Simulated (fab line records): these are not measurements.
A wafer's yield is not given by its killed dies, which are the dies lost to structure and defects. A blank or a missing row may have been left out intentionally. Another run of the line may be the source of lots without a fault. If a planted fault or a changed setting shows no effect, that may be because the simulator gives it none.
Split-lot trial -- flow n5 finfet -- 7 lots, 21 wafers read, on a route of 1938 steps

## SPLIT DETAILS
At N5_BEOL_M0_SAQP_HM_DEP_02 (deposits TiN, target thk 12 nm), the setting target thk a was moved away from the recipe's 120 angstrom on 6 of the 21 wafers read, by -9.4% to +9.7%. For the rest of the wafers, this setting stayed at what the recipe calls for.

The split's own step is where the reading is taken.

## THE READING
TiN_of_BEOL_M0_SAQP_HM_DEP_02.thk nm (the simulator's own value, which no gauge read), in nm, at N5_BEOL_M0_SAQP_HM_DEP_02 (deposits TiN, target thk 12 nm). The file does not state a usual value for it. Across the 15 wafers here that went through the recipe, the average is 11.9 nm and the standard deviation 0.17 nm.

wafer,"tool, chamber at the split","target thk a as run, angstrom",against the recipe,"TiN_of_BEOL_M0_SAQP_HM_DEP_02.thk nm, nm",against lot-mates on the recipe
L076.4,"pvd sputter-01, -",120,recipe,12.2,-
L076.5,"pvd sputter-01, -",120,recipe,12.2,-
L076.6,"pvd sputter-01, -",120,recipe,12,-
L077.1,"pvd sputter-01, -",120,recipe,11.6,-
L077.2,"pvd sputter-01, -",120,recipe,11.8,-
L077.6,"pvd sputter-01, -",111.1,-7.4%,11,-0.7
L084.1,"pvd sputter-03, -",120,recipe,11.8,-
L084.2,"pvd sputter-03, -",108.7,-9.4%,10.4,-1.3
L084.3,"pvd sputter-03, -",120,recipe,11.6,-
L085.3,"pvd sputter-03, -",120,recipe,12,-
L085.5,"pvd sputter-03, -",120,recipe,12,-
L085.6,"pvd sputter-03, -",120,recipe,12,-
L090.1,"pvd sputter-03, -",120,recipe,12,-
L090.2,"pvd sputter-03, -",131.6,+9.7%,13,+1.0
L090.4,"pvd sputter-03, -",131.6,+9.7%,13.2,+1.2
L093.3,"pvd sputter-02, -",120,recipe,12,-
L093.5,"pvd sputter-02, -",120,recipe,12,-
L093.6,"pvd sputter-02, -",120,recipe,12,-
L097.1,"pvd sputter-03, -",128.6,+7.2%,12.4,+0.6
L097.2,"pvd sputter-03, -",128.6,+7.2%,12.8,+1.0
L097.5,"pvd sputter-03, -",120,recipe,11.8,-

FIT RESULTS
A straight line over all 21 wafers: TiN_of_BEOL_M0_SAQP_HM_DEP_02.thk nm changes by +0.125 nm for each +1% of target thk a; r = +0.95; the points scatter about the line by 0.2 nm.
The same after taking each lot's own level away (the mean of its wafers on the recipe; 21 wafers): +0.116 nm for each +1%; r = +0.98; scatter 0.11 nm.
Per that fit: largest target thk a move, reading shift of 1.1 nm.
The lots' own levels span 11.70 to 12.13 nm, that is 2.5 times the standard deviation above.
The two slopes agree, so the slope changes little with the lot-to-lot level.
Check: for one of the wafers moved furthest among these (+9.7%), held out of the fit, the line's prediction against its lot-mates is +1.15 nm. It came out at +1 nm against them.

## FURTHER SPLITS ON THESE WAFERS
These wafers also went through other splits before the reading. Each is held against what the fit with the lots' levels taken away leaves over:
other split on the same wafers,wafers away from the commonest value,r with TiN_of_BEOL_M0_SAQP_HM_DEP_02.thk nm (lot level and that fit taken away)
N5_MOL_CONTACT_COAG_ETCH_105 bias w,8,+0.26
N5_MOL_CONTACT_COAG_VIA_ETCH_117 bias w,5,+0.29

## FILE'S OWN FIT
TiN_of_BEOL_M0_SAQP_HM_DEP_02.thk nm changes by +0.117 nm for each +1% of target thk a, r = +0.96.
